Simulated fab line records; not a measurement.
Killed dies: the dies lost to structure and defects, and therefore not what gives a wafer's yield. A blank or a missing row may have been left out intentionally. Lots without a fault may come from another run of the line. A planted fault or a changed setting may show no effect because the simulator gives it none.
Which tool did it? -- flow n5 finfet -- 22 lots, 66 wafers sampled, at 6 steps of a route of 1938

## WHAT EACH GAUGE READ, for each wafer
Not one reading of a measure or inspect step in the record can be checked against a usual standard deviation.

## EACH LOT AND THE TOOL THAT RAN IT (in order: tool; ch and the chambers of the sampled wafers; start)
lot,N5_BEOL_M2_ETCH_77,N5_BEOL_M2_ETCH_69,N5_BEOL_M2_ETCH_70,N5_BEOL_M2_ANNEAL_80,N5_BEOL_M2_SPUTTER_92,N5_BEOL_M2_SPUTTER_94
L074,"rie diel-01 ch 0,3, day 6 14:04","rie diel-01 ch 0,3, day 6 14:05","rie diel-02 ch 0,1, day 6 14:23","pvd sputter-02, day 6 16:51","pvd sputter-02, day 6 17:52","pvd sputter-02, day 6 18:05"
L075,"rie diel-05 ch 0,2,3, day 6 17:37","rie diel-05 ch 0,2,3, day 6 17:38","rie diel-01 ch 0,1,3, day 7 01:37","pvd sputter-02, day 7 03:49","pvd sputter-02, day 7 04:50","pvd sputter-02, day 7 05:03"
L076,"rie diel-01 ch 1,3, day 7 08:09","rie diel-01 ch 1,3, day 7 08:10","rie diel-02 ch 0,1, day 7 12:59","pvd sputter-02, day 7 14:44","pvd sputter-02, day 7 15:46","pvd sputter-02, day 7 15:59"
L077,"rie diel-01 ch 0,1,2, day 7 21:37","rie diel-01 ch 0,1,2, day 7 21:38","rie diel-02 ch 1,2,3, day 7 22:04","pvd sputter-03, day 7 23:28","pvd sputter-03, day 8 00:29","pvd sputter-03, day 8 00:43"
L079,"rie diel-01 ch 0,1,2, day 8 00:07","rie diel-01 ch 0,1,2, day 8 00:08","rie diel-01 ch 0,1, day 8 01:47","pvd sputter-01, day 8 04:01","pvd sputter-01, day 8 05:02","pvd sputter-01, day 8 05:16"
L080,"rie diel-05 ch 0,2,3, day 8 03:21","rie diel-05 ch 0,2,3, day 8 03:22","rie diel-01 ch 0,3, day 8 10:55","pvd sputter-02, day 8 12:32","pvd sputter-02, day 8 13:33","pvd sputter-02, day 8 13:46"
L081,"rie diel-01 ch 0,1,3, day 8 10:34","rie diel-01 ch 0,1,3, day 8 10:35","rie diel-05 ch 0,2, day 8 17:59","pvd sputter-01, day 8 19:36","pvd sputter-01, day 8 20:37","pvd sputter-01, day 8 20:50"
L082,"rie diel-02 ch 1,2,3, day 8 16:26","rie diel-02 ch 1,2,3, day 8 16:28","rie diel-02 ch 0,2,3, day 8 18:09","pvd sputter-02, day 8 21:20","pvd sputter-02, day 8 22:22","pvd sputter-02, day 8 22:35"
L084,"rie diel-01 ch 0,3, day 9 00:33","rie diel-01 ch 0,3, day 9 00:34","rie diel-05 ch 0,2,3, day 9 08:10","pvd sputter-03, day 9 10:11","pvd sputter-03, day 9 11:13","pvd sputter-03, day 9 11:26"
L083,"rie diel-02 ch 0,2,3, day 9 00:50","rie diel-02 ch 0,2,3, day 9 00:51","rie diel-02 ch 1,2,3, day 9 11:43","pvd sputter-02, day 9 14:06","pvd sputter-02, day 9 15:07","pvd sputter-02, day 9 15:20"
L085,"rie diel-01 ch 1,2,3, day 9 13:34","rie diel-01 ch 1,2,3, day 9 13:35","rie diel-01 ch 1,2,3, day 9 14:54","pvd sputter-03, day 9 16:46","pvd sputter-03, day 9 17:47","pvd sputter-03, day 9 18:01"
L086,"rie diel-05 ch 0,1,2, day 9 17:49","rie diel-05 ch 0,1,2, day 9 17:49","rie diel-01 ch 1,3, day 9 19:56","pvd sputter-01, day 9 22:21","pvd sputter-01, day 9 23:22","pvd sputter-01, day 9 23:35"
L087,"rie diel-02 ch 0,1,2, day 9 21:59","rie diel-02 ch 0,1,2, day 9 21:59","rie diel-05 ch 0,1,2, day 9 23:18","pvd sputter-01, day 10 03:13","pvd sputter-01, day 10 04:14","pvd sputter-01, day 10 04:27"
L088,"rie diel-01 ch 0,2, day 10 06:21","rie diel-01 ch 0,2, day 10 06:22","rie diel-01 ch 0,3, day 10 10:33","pvd sputter-02, day 10 12:47","pvd sputter-02, day 10 13:49","pvd sputter-02, day 10 14:02"
L090,"rie diel-05 ch 1,2,3, day 10 19:22","rie diel-05 ch 1,2,3, day 10 19:23","rie diel-01 ch 0,2, day 10 20:38","pvd sputter-01, day 10 22:22","pvd sputter-01, day 10 23:23","pvd sputter-01, day 10 23:37"
L091,"rie diel-02 ch 0,1,2, day 11 02:17","rie diel-02 ch 0,1,2, day 11 02:18","rie diel-02 ch 2,3, day 11 06:43","pvd sputter-01, day 11 08:45","pvd sputter-01, day 11 09:46","pvd sputter-01, day 11 09:59"
L089,"rie diel-05 ch 0,1,3, day 11 02:20","rie diel-05 ch 0,1,3, day 11 02:22","rie diel-05 ch 2,3, day 11 07:09","pvd sputter-02, day 11 10:19","pvd sputter-02, day 11 11:20","pvd sputter-02, day 11 11:34"
L092,"rie diel-02 ch 0,1,3, day 11 05:10","rie diel-02 ch 0,1,3, day 11 05:10","rie diel-01 ch 2,3, day 11 07:11","pvd sputter-01, day 11 10:35","pvd sputter-01, day 11 11:37","pvd sputter-01, day 11 11:50"
L093,"rie diel-05 ch 0,2,3, day 11 08:52","rie diel-05 ch 0,2,3, day 11 08:53","rie diel-01 ch 0,2,3, day 11 11:55","pvd sputter-01, day 11 13:58","pvd sputter-01, day 11 14:59","pvd sputter-01, day 11 15:13"
L094,"rie diel-01 ch 0,1,2, day 11 19:28","rie diel-01 ch 0,1,2, day 11 19:29","rie diel-05 ch 2,3, day 11 21:39","pvd sputter-01, day 11 23:16","pvd sputter-01, day 12 00:17","pvd sputter-01, day 12 00:30"
L095,"rie diel-02 ch 0,1,2, day 12 04:52","rie diel-02 ch 0,1,2, day 12 04:52","rie diel-02 ch 0,1,2, day 12 09:10","pvd sputter-02, day 12 11:17","pvd sputter-02, day 12 12:19","pvd sputter-02, day 12 12:32"
L096,"rie diel-02 ch 1,2,3, day 12 09:37","rie diel-02 ch 1,2,3, day 12 09:38","rie diel-02 ch 0,2,3, day 12 17:35","pvd sputter-02, day 12 19:19","pvd sputter-02, day 12 20:20","pvd sputter-02, day 12 20:33"
- N5_BEOL_M2_ETCH_77: etches underlayer in N2/H2, target depth 6.5 nm, time 5.2 s.
- N5_BEOL_M2_ETCH_69: etches SiARC in CF4, target depth 15.6 nm, time 26 s.
- N5_BEOL_M2_ETCH_70: etches SOC in N2/H2, target depth 80 nm, overetch 24 nm, time 130 s.
- N5_BEOL_M2_ANNEAL_80: time 240 s.
- N5_BEOL_M2_SPUTTER_92: material Cu, target thk 4.5 nm, time 8.29 s.
- N5_BEOL_M2_SPUTTER_94: material Cu, target thk 4.5 nm, time 8.29 s.

## AS READ BY THE TOOLS THEMSELVES (means over the sampled wafers that have a number; for cases with no such wafer, the mark the record gives instead)
N5_BEOL_M2_ETCH_77.
lot,tool,drypump motor current A (A),etch rf on time s (s),oes product au (a.u.),rf vpp V (V),showerhead plenum p Torr (Torr),throttle valve pct (%)
L074,rie diel-01,5.4,5.20,0.68,523.1,2.52,17.84
L075,rie diel-05,5.4,5.27,0.60,522.7,2.49,18.01
L076,rie diel-01,5.1,5.23,0.62,524.4,2.52,18.06
L077,rie diel-01,6.0,5.20,0.72,521.9,2.50,17.73
L079,rie diel-01,6.0,5.18,0.72,521.3,2.50,17.72
L080,rie diel-05,5.3,5.29,0.59,521.5,2.49,18.02
L081,rie diel-01,5.7,5.27,0.65,523.4,2.51,17.85
L082,rie diel-02,6.0,5.25,0.64,523.6,2.55,17.92
L084,rie diel-01,6.0,5.20,0.69,521.6,2.50,17.66
L083,rie diel-02,5.9,5.26,0.64,522.9,2.51,17.95
L085,rie diel-01,5.4,5.17,0.66,523.9,2.51,17.98
L086,rie diel-05,5.4,5.16,0.67,522.4,2.48,17.76
L087,rie diel-02,5.9,5.24,0.63,522.5,2.51,17.95
L088,rie diel-01,6.3,5.18,0.75,522.8,2.49,17.57
L090,rie diel-05,5.6,5.14,0.66,522.2,2.47,17.90
L091,rie diel-02,5.9,5.20,0.62,523.5,2.50,17.97
L089,rie diel-05,5.6,5.15,0.73,523.6,2.50,17.72
L092,rie diel-02,5.9,5.19,0.63,523.5,2.51,17.80
L093,rie diel-05,5.3,5.22,0.67,522.7,2.48,17.92
L094,rie diel-01,6.0,5.12,0.78,521.4,2.49,17.65
L095,rie diel-02,5.9,5.24,0.62,521.3,2.50,17.98
L096,rie diel-02,6.1,5.20,0.61,523.3,2.54,17.97

N5_BEOL_M2_ETCH_69.
lot,tool,drypump motor current A (A),etch rf on time s (s),oes product au (a.u.),rf vpp V (V),showerhead plenum p Torr (Torr),throttle valve pct (%)
L074,rie diel-01,5.4,26.2,0.67,183.6,2.123,15.59
L075,rie diel-05,5.3,26.3,0.61,182.7,2.099,15.76
L076,rie diel-01,5.1,26.0,0.62,184.1,2.128,15.80
L077,rie diel-01,6.0,25.9,0.73,184.1,2.108,15.52
L079,rie diel-01,6.0,25.8,0.73,182.6,2.108,15.52
L080,rie diel-05,5.4,26.2,0.60,183.7,2.096,15.80
L081,rie diel-01,5.7,26.1,0.65,183.1,2.112,15.62
L082,rie diel-02,6.1,25.9,0.63,184.3,2.144,15.69
L084,rie diel-01,5.9,26.1,0.70,182.5,2.105,15.43
L083,rie diel-02,5.8,26.1,0.65,183.8,2.119,15.73
L085,rie diel-01,5.4,25.7,0.67,183.9,2.114,15.76
L086,rie diel-05,5.4,26.0,0.67,182.7,2.086,15.54
L087,rie diel-02,5.9,26.2,0.63,184.1,2.112,15.73
L088,rie diel-01,6.2,26.3,0.74,183.3,2.096,15.36
L090,rie diel-05,5.6,25.7,0.66,184.0,2.086,15.71
L091,rie diel-02,5.9,26.2,0.62,182.8,2.109,15.75
L089,rie diel-05,5.6,25.7,0.74,183.8,2.107,15.52
L092,rie diel-02,5.9,25.6,0.64,184.3,2.114,15.58
L093,rie diel-05,5.3,25.9,0.67,184.1,2.085,15.69
L094,rie diel-01,6.0,25.5,0.78,184.0,2.098,15.42
L095,rie diel-02,5.9,26.5,0.62,184.1,2.107,15.76
L096,rie diel-02,6.1,26.0,0.61,183.4,2.134,15.74

N5_BEOL_M2_ETCH_70.
lot,tool,drypump motor current A (A),oes product au (a.u.),rf vpp V (V),showerhead plenum p Torr (Torr),throttle valve pct (%)
L074,rie diel-02,5.8,0.57,521.8,2.49,17.70
L075,rie diel-01,5.7,0.58,523.6,2.51,17.79
L076,rie diel-02,5.8,0.56,522.8,2.49,17.71
L077,rie diel-02,6.0,0.55,523.9,2.55,17.86
L079,rie diel-01,6.0,0.55,523.2,2.50,17.76
L080,rie diel-01,5.4,0.57,523.2,2.51,17.84
L081,rie diel-05,5.1,0.53,522.6,2.46,17.91
L082,rie diel-02,5.9,0.56,523.3,2.52,17.90
L084,rie diel-05,5.3,0.51,522.1,2.48,17.99
L083,rie diel-02,6.0,0.54,524.8,2.55,17.89
L085,rie diel-01,5.4,0.57,523.7,2.51,17.94
L086,rie diel-01,5.1,0.52,523.2,2.51,18.06
L087,rie diel-05,5.4,0.57,521.5,2.48,17.71
L088,rie diel-01,5.9,0.60,522.4,2.49,17.63
L090,rie diel-01,6.0,0.65,521.8,2.49,17.64
L091,rie diel-02,6.0,0.54,523.9,2.54,18.10
L089,rie diel-05,5.5,0.51,522.0,2.47,18.15
L092,rie diel-01,5.1,0.57,523.0,2.50,18.00
L093,rie diel-01,5.7,0.59,522.3,2.49,17.78
L094,rie diel-05,5.6,0.50,521.7,2.47,18.16
L095,rie diel-02,5.9,0.53,522.9,2.50,17.95
L096,rie diel-02,5.9,0.54,521.8,2.50,17.97

N5_BEOL_M2_ANNEAL_80.
lot,tool,heater power w (W)
L074,pvd sputter-02,864
L075,pvd sputter-02,855
L076,pvd sputter-02,911
L077,pvd sputter-03,879
L079,pvd sputter-01,809
L080,pvd sputter-02,861
L081,pvd sputter-01,787
L082,pvd sputter-02,777
L084,pvd sputter-03,864
L083,pvd sputter-02,850
L085,pvd sputter-03,864
L086,pvd sputter-01,883
L087,pvd sputter-01,693
L088,pvd sputter-02,839
L090,pvd sputter-01,784
L091,pvd sputter-01,686
L089,pvd sputter-02,847
L092,pvd sputter-01,884
L093,pvd sputter-01,801
L094,pvd sputter-01,892
L095,pvd sputter-02,845
L096,pvd sputter-02,793

N5_BEOL_M2_SPUTTER_92.
lot,tool,chamber pressure pa (Pa),throttle valve pct (%)
L074,pvd sputter-02,0.07,30.8
L075,pvd sputter-02,0.07,30.9
L076,pvd sputter-02,0.07,31.0
L077,pvd sputter-03,0.07,30.2
L079,pvd sputter-01,0.07,30.4
L080,pvd sputter-02,0.07,30.8
L081,pvd sputter-01,0.07,30.2
L082,pvd sputter-02,0.07,30.6
L084,pvd sputter-03,0.07,30.1
L083,pvd sputter-02,0.07,30.9
L085,pvd sputter-03,0.07,30.1
L086,pvd sputter-01,0.07,30.1
L087,pvd sputter-01,0.07,30.3
L088,pvd sputter-02,0.07,30.7
L090,pvd sputter-01,0.07,30.1
L091,pvd sputter-01,0.07,30.5
L089,pvd sputter-02,0.07,30.9
L092,pvd sputter-01,0.07,30.3
L093,pvd sputter-01,0.07,30.6
L094,pvd sputter-01,0.07,30.5
L095,pvd sputter-02,0.07,30.8
L096,pvd sputter-02,0.07,31.0

N5_BEOL_M2_SPUTTER_94.
lot,tool,chamber pressure pa (Pa),throttle valve pct (%)
L074,pvd sputter-02,0.07008,30.9
L075,pvd sputter-02,0.06997,30.8
L076,pvd sputter-02,0.06992,30.8
L077,pvd sputter-03,0.06994,30.4
L079,pvd sputter-01,0.07010,30.5
L080,pvd sputter-02,0.06999,30.8
L081,pvd sputter-01,0.07006,30.2
L082,pvd sputter-02,0.07000,30.6
L084,pvd sputter-03,0.07003,30.1
L083,pvd sputter-02,0.06993,30.8
L085,pvd sputter-03,0.06998,30.2
L086,pvd sputter-01,0.07007,29.9
L087,pvd sputter-01,0.06995,30.5
L088,pvd sputter-02,0.06993,30.9
L090,pvd sputter-01,0.06998,30.1
L091,pvd sputter-01,0.07008,30.4
L089,pvd sputter-02,0.06996,30.9
L092,pvd sputter-01,0.06993,30.1
L093,pvd sputter-01,0.06999,30.5
L094,pvd sputter-01,0.06996,30.5
L095,pvd sputter-02,0.06988,30.8
L096,pvd sputter-02,0.07004,30.7

## THE ANSWER, worked out from the rows above alone
Rule: usual is defined by the lots themselves. Put in order of their means at a reading, lots are off if they are a third of the lots or fewer, leave a main group of 4 or more, and stand apart from it by a gap of 3 or more times the standard deviation of the main group's means; of several such gaps the widest counts. A main group whose means are all the same, to the digits that the tables above print for the reading, isn't used. Also off: a lot with no number at a reading for which 4 or more lots have one. The other lots that the step has rows for count as sound. After the gauges, taken in route order, come the tools' own readings; for these a lot's mean is taken, as printed above. The first step at which some lot is off is used, and at that step the reading that is off furthest; a lot without a number counts as furthest.
None of the lots is off at any reading shown; this tells nothing.

## WHAT THE SIMULATOR HAD INSERTED
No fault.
